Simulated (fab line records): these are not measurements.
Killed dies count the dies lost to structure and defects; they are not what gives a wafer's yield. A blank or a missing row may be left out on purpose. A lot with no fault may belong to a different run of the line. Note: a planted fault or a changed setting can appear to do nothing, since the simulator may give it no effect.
Chamber matching / flow n5_finfet / N5_BEOL_M7_TRENCH_ETCH_37 on rie_diel-03 has 4 sister chambers
The step etches SiCOH lowk in C4F6/O2, target depth 93.478 nm, time 31.2 s. 4 wafers are shown with their chamber, then 7 later ones without.

## WAFERS, EACH WITH ITS CHAMBER
wafer=L338.3; chamber=1; showerhead_plenum_p_Torr (Torr)=2.71
wafer=L338.6; chamber=0; showerhead_plenum_p_Torr (Torr)=2.95
wafer=L347.1; chamber=2; showerhead_plenum_p_Torr (Torr)=2.92
wafer=L347.5; chamber=3; showerhead_plenum_p_Torr (Torr)=2.77

## WAFERS WITHOUT THEIR CHAMBER
wafer=L347.6; showerhead_plenum_p_Torr (Torr)=2.92
wafer=L349.1; showerhead_plenum_p_Torr (Torr)=2.94
wafer=L349.4; showerhead_plenum_p_Torr (Torr)=2.92
wafer=L349.6; showerhead_plenum_p_Torr (Torr)=2.70
wafer=L348.1; showerhead_plenum_p_Torr (Torr)=2.70
wafer=L348.3; showerhead_plenum_p_Torr (Torr)=2.94
wafer=L348.4; showerhead_plenum_p_Torr (Torr)=2.76

## CHAMBER TAKEN BY EACH
wafer=L347.6; from the rows above=2; in truth=2
wafer=L349.1; from the rows above=can't be placed: 0 or 2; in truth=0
wafer=L349.4; from the rows above=2; in truth=2
wafer=L349.6; from the rows above=1; in truth=1
wafer=L348.1; from the rows above=1; in truth=1
wafer=L348.3; from the rows above=can't be placed: 0 or 2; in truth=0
wafer=L348.4; from the rows above=3; in truth=3
Correctly placed: 5 of 7. Cannot be placed on the basis of these rows: 2; the candidates contain the true chamber in 2. Wrongly placed: 0.
How it was worked out, from the rows above alone: a wafer's distance from a chamber is the root of the sum, over the readings, of the square of ((its reading less the chamber's mean) divided by the reading's scatter). The wafer belongs to the nearest chamber; if the next one is less than 2 further off, it can't be placed. The mean given for a chamber averages the wafers shown for that chamber. The scatter (one wafer shown for each chamber): square how far every hidden wafer sits from the nearest shown wafer, average those squares and take the square root.
